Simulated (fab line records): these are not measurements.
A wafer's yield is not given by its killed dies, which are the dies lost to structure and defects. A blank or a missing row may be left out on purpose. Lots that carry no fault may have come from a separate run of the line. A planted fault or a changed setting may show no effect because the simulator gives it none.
Chamber matching | flow n5 finfet | rie diel-06 running N5_BEOL_M1_STRIP_19: 4 sister chambers
The step strips in O2. 14 wafers are shown with their chamber, then 7 later ones without.

== WAFERS WITH THEIR CHAMBER ==
wafer  | chamber | showerhead plenum p Torr (Torr) | drypump motor current A (A) | throttle valve pct (%)
L079.1 | 1       | 2.19                            | 6.3                         | 17.03
L079.3 | 3       | 2.03                            | 5.9                         | 16.60
L079.4 | 2       | 1.97                            | 5.5                         | 16.84
L081.1 | 1       | 2.19                            | 6.3                         | 17.02
L081.3 | 0       | 2.14                            | 5.8                         | 17.17
L081.4 | 3       | 2.02                            | 5.9                         | 16.62
L085.2 | 2       | 1.97                            | 5.5                         | 16.88
L085.3 | 3       | 2.02                            | 5.9                         | 16.64
L085.4 | 2       | 1.97                            | 5.4                         | 16.88
L086.1 | 3       | 2.02                            | 5.9                         | 16.63
L086.3 | 1       | 2.18                            | 6.3                         | 17.07
L086.5 | 3       | 2.02                            | 5.9                         | 16.65
L090.2 | 1       | 2.18                            | 6.3                         | 17.08
L090.3 | 0       | 2.14                            | 5.8                         | 16.73

SIGNATURES (means of the wafers above)
reading                  | chamber 0 | chamber 1 | chamber 2 | chamber 3 | scatter within a chamber
showerhead plenum p Torr | 2.1400    | 2.1850    | 1.9700    | 2.0220    | 0.00424
drypump motor current A  | 5.800     | 6.300     | 5.467     | 5.900     | 0.0258
throttle valve pct       | 16.9500   | 17.0500   | 16.8667   | 16.6280   | 0.101
Rule: distance of a wafer from a chamber = root of the sum over the readings of ((wafer's reading minus chamber's mean) / reading's scatter) squared. The wafer belongs to the nearest chamber; if the next one is less than 2 further off, it can't be placed. The scatter: take each reading less its chamber's mean, square it, sum over the shown wafers, divide by the number of wafers less the number of chambers, and take the root.

== WAFERS WHOSE CHAMBER IS MISSING ==
wafer  | showerhead plenum p Torr (Torr) | drypump motor current A (A) | throttle valve pct (%)
L090.5 | 2.02                            | 5.9                         | 16.66
L092.2 | 2.23                            | 5.4                         | 16.39
L092.4 | 2.14                            | 5.8                         | 16.72
L092.5 | 2.23                            | 5.4                         | 16.38
L096.2 | 2.01                            | 5.9                         | 16.69
L096.4 | 2.18                            | 6.3                         | 17.09
L096.5 | 2.18                            | 6.3                         | 17.10

== THE CHAMBER EACH PASSED THROUGH ==
wafer  | from the rows above | in truth
L090.5 | 3                   | 3
L092.2 | 0                   | 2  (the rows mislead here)
L092.4 | 0                   | 0
L092.5 | 0                   | 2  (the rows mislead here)
L096.2 | 3                   | 3
L096.4 | 1                   | 1
L096.5 | 1                   | 1
5 of 7 placed correctly. Left unplaced by these rows: 0. Placed wrongly: 2.
